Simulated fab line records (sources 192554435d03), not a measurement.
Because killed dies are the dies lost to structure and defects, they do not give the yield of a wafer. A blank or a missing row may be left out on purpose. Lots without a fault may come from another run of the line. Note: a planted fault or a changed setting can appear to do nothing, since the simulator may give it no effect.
Matching of chambers + flow n5_finfet + rie_diel-06 running N5_BEOL_M9_ETCH_61: 4 sister chambers
The step etches SiARC in CF4, target depth 39 nm, time 65 s. 16 wafers are shown with their chamber, then 8 later ones without.

## WAFERS PAIRED WITH THEIR CHAMBERS
| wafer  | chamber | showerhead_plenum_p_Torr (Torr) | throttle_valve_pct (%) | oes_product_au (a.u.) |
|--------|---------|---------------------------------|------------------------|-----------------------|
| L079.3 | 2       | 2.22                            | 15.36                  | 0.62                  |
| L079.4 | 2       | 2.22                            | 15.38                  | 0.62                  |
| L079.6 | 0       | 2.19                            | 15.32                  | 0.75                  |
| L074.1 | 0       | 2.19                            | 15.31                  | 0.74                  |
| L074.5 | 3       | 2.07                            | 15.84                  | 0.69                  |
| L074.6 | 2       | 2.22                            | 15.38                  | 0.61                  |
| L085.2 | 3       | 2.07                            | 15.87                  | 0.68                  |
| L085.3 | 1       | 2.27                            | 15.43                  | 0.81                  |
| L085.6 | 0       | 2.19                            | 15.32                  | 0.74                  |
| L086.1 | 3       | 2.06                            | 15.85                  | 0.68                  |
| L086.3 | 1       | 2.27                            | 15.46                  | 0.79                  |
| L086.6 | 2       | 2.21                            | 15.39                  | 0.60                  |
| L087.1 | 2       | 2.21                            | 15.39                  | 0.60                  |
| L087.3 | 1       | 2.27                            | 15.46                  | 0.78                  |
| L087.6 | 1       | 2.27                            | 15.46                  | 0.77                  |
| L089.2 | 0       | 2.18                            | 15.36                  | 0.73                  |

SIGNATURES (means of the wafers above)
| reading                  | chamber 0 | chamber 1 | chamber 2 | chamber 3 | scatter within a chamber |
|--------------------------|-----------|-----------|-----------|-----------|--------------------------|
| showerhead_plenum_p_Torr | 2.1875    | 2.2700    | 2.2160    | 2.0667    | 0.00467                  |
| throttle_valve_pct       | 15.3275   | 15.4525   | 15.3800   | 15.8533   | 0.0164                   |
| oes_product_au           | 0.7400    | 0.7875    | 0.6100    | 0.6833    | 0.0113                   |
Rule: a wafer lies at a distance from a chamber equal to the root of the sum of squares, over the readings, of (its reading less the chamber's mean, divided by the reading's scatter). The wafer belongs to the nearest chamber; if the next one is less than 2 further off, it can't be placed. The scatter: the root of (the sum of the squares of (reading less its chamber's mean) over the shown wafers, divided by (wafers less chambers)).

## WAFERS MISSING THEIR CHAMBER
| wafer  | showerhead_plenum_p_Torr (Torr) | throttle_valve_pct (%) | oes_product_au (a.u.) |
|--------|---------------------------------|------------------------|-----------------------|
| L089.3 | 2.06                            | 15.88                  | 0.68                  |
| L089.4 | 2.27                            | 15.47                  | 0.78                  |
| L090.1 | 2.21                            | 15.41                  | 0.60                  |
| L090.4 | 2.18                            | 15.35                  | 0.72                  |
| L090.5 | 2.18                            | 15.36                  | 0.72                  |
| L092.3 | 2.21                            | 15.41                  | 0.59                  |
| L092.4 | 2.18                            | 15.37                  | 0.71                  |
| L092.6 | 2.21                            | 15.40                  | 0.60                  |

## EACH ONE'S CHAMBER
| wafer  | from the rows above | in truth |
|--------|---------------------|----------|
| L089.3 | 3                   | 3        |
| L089.4 | 1                   | 1        |
| L090.1 | 2                   | 2        |
| L090.4 | 0                   | 0        |
| L090.5 | 0                   | 0        |
| L092.3 | 2                   | 2        |
| L092.4 | 0                   | 0        |
| L092.6 | 2                   | 2        |
Placed correctly: 8 of 8. Number that these rows cannot place: 0. Number placed wrongly: 0.
